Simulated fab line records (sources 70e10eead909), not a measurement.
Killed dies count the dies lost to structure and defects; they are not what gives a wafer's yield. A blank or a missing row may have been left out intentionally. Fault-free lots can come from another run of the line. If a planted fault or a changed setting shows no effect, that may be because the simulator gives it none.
Matching of chambers    flow nandHarc    4 sister chambers for NHARC_A_CHANNEL_HOLE_D1_DESCUM_15 on rieDiel-02
The step chemistry O2, time 3 s. 8 wafers are shown with their chamber, then 7 later ones without.

## EACH WAFER AND ITS CHAMBER
wafer   chamber  drypumpMotorCurrentA (A)  oesProductAu (a.u.)
L076.1  2        5.6                       1.001
L077.2  3        4.8                       0.988
L077.5  2        5.6                       1.007
L081.2  3        4.8                       0.996
L081.3  1        6.1                       0.999
L081.5  0        5.7                       1.011
L083.2  0        5.8                       1.008
L083.5  1        6.1                       0.997

## WAFERS WITHOUT THEIR CHAMBER
wafer   drypumpMotorCurrentA (A)  oesProductAu (a.u.)
L083.6  5.8                       1.002
L095.2  6.1                       0.990
L095.3  6.1                       1.001
L095.6  4.8                       1.021
L097.2  6.1                       0.990
L097.3  4.8                       1.026
L097.5  5.6                       1.012

## WHICH CHAMBER EACH ONE RAN IN
wafer   from the rows above  in truth
L083.6  0                    0
L095.2  1                    1
L095.3  1                    1
L095.6  3                    3
L097.2  1                    1
L097.3  3                    3
L097.5  2                    2
Placed correctly: 7 of 7. Can't be placed from these rows: 0. 0 placed wrongly.
How it was worked out, from the rows above alone: a wafer's distance from a chamber is the root of the sum, over the readings, of the square of ((its reading less the chamber's mean) divided by the reading's scatter). If the next closest chamber is less than 2 further off than the closest, the wafer can't be placed; otherwise it belongs to the closest. For every chamber, the mean is computed from those of its wafers that are shown. The scatter: take each reading less its chamber's mean, square it, sum over the shown wafers, divide by the number of wafers less the number of chambers, and take the root.
